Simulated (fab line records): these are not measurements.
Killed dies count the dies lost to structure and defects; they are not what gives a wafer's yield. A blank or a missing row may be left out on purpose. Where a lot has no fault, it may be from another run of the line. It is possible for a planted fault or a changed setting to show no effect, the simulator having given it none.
Matching of chambers + flow nand-harc + NHARC_A_CHANNEL_HOLE_D2_DESCUM_15 on rie-diel-10 has 4 sister chambers
The step chemistry O2, time 3 s. 18 wafers are shown with their chamber, then 9 later ones without.

EACH WAFER AND ITS CHAMBER
| wafer  | chamber | showerhead-plenum-p-Torr (Torr) | drypump-motor-current-A (A) | rf-vpp-V (V) |
|--------|---------|---------------------------------|-----------------------------|--------------|
| L075.3 | 2       | 2.00                            | 6.00                        | 58.0         |
| L075.5 | 1       | 1.80                            | 6.13                        | 55.9         |
| L075.6 | 0       | 1.94                            | 6.21                        | 57.3         |
| L076.1 | 0       | 1.94                            | 6.19                        | 59.2         |
| L076.2 | 3       | 1.94                            | 6.11                        | 58.5         |
| L076.3 | 2       | 2.00                            | 5.99                        | 58.3         |
| L077.2 | 3       | 1.94                            | 6.10                        | 58.1         |
| L077.3 | 0       | 1.94                            | 6.18                        | 57.2         |
| L077.6 | 0       | 1.94                            | 6.18                        | 57.1         |
| L082.1 | 1       | 1.80                            | 6.08                        | 57.3         |
| L082.5 | 0       | 1.93                            | 6.18                        | 59.0         |
| L082.6 | 3       | 1.94                            | 6.10                        | 58.5         |
| L084.1 | 3       | 1.94                            | 6.08                        | 58.9         |
| L084.3 | 1       | 1.80                            | 6.12                        | 57.8         |
| L084.6 | 1       | 1.80                            | 6.09                        | 56.7         |
| L088.1 | 2       | 2.00                            | 5.99                        | 58.5         |
| L088.4 | 0       | 1.93                            | 6.23                        | 57.2         |
| L088.5 | 0       | 1.93                            | 6.19                        | 57.1         |

SIGNATURES (means of the wafers above)
| reading                  | chamber 0 | chamber 1 | chamber 2 | chamber 3 | scatter within a chamber |
|--------------------------|-----------|-----------|-----------|-----------|--------------------------|
| showerhead-plenum-p-Torr | 1.9357    | 1.8000    | 2.0000    | 1.9400    | 0.0035                   |
| drypump-motor-current-A  | 6.1943    | 6.1050    | 5.9933    | 6.0975    | 0.0178                   |
| rf-vpp-V                 | 57.729    | 56.925    | 58.267    | 58.500    | 0.745                    |
Rule: for each reading, subtract the chamber's mean from the wafer's reading, divide by that reading's scatter and square the result; add these up over the readings and take the root, which gives the wafer's distance from the chamber. If the next closest chamber is less than 2 further off than the closest, the wafer can't be placed; otherwise it belongs to the closest. The scatter is the square root of a quotient: the sum, over the shown wafers, of each reading's squared deviation from its chamber's mean, divided by wafers minus chambers.

WAFERS MISSING THEIR CHAMBER
| wafer  | showerhead-plenum-p-Torr (Torr) | drypump-motor-current-A (A) | rf-vpp-V (V) |
|--------|---------------------------------|-----------------------------|--------------|
| L091.1 | 1.79                            | 6.07                        | 57.0         |
| L091.5 | 1.93                            | 6.22                        | 58.4         |
| L091.6 | 1.93                            | 6.11                        | 59.0         |
| L090.1 | 1.93                            | 6.12                        | 57.0         |
| L090.2 | 1.93                            | 6.24                        | 57.5         |
| L090.3 | 1.79                            | 6.07                        | 58.2         |
| L094.1 | 1.93                            | 6.22                        | 57.6         |
| L094.3 | 2.00                            | 5.99                        | 58.0         |
| L094.4 | 1.93                            | 6.10                        | 57.3         |

WHICH CHAMBER EACH ONE RAN IN
| wafer  | from the rows above     | in truth |
|--------|-------------------------|----------|
| L091.1 | 1                       | 1        |
| L091.5 | 0                       | 0        |
| L091.6 | 3                       | 3        |
| L090.1 | can't be placed: 3 or 0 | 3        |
| L090.2 | 0                       | 0        |
| L090.3 | 1                       | 1        |
| L094.1 | 0                       | 0        |
| L094.3 | 2                       | 2        |
| L094.4 | 3                       | 3        |
Correctly placed: 8 of 9. From these rows, 1 cannot be placed; in 1 the true chamber is one of the candidates. Number placed wrongly: 0.
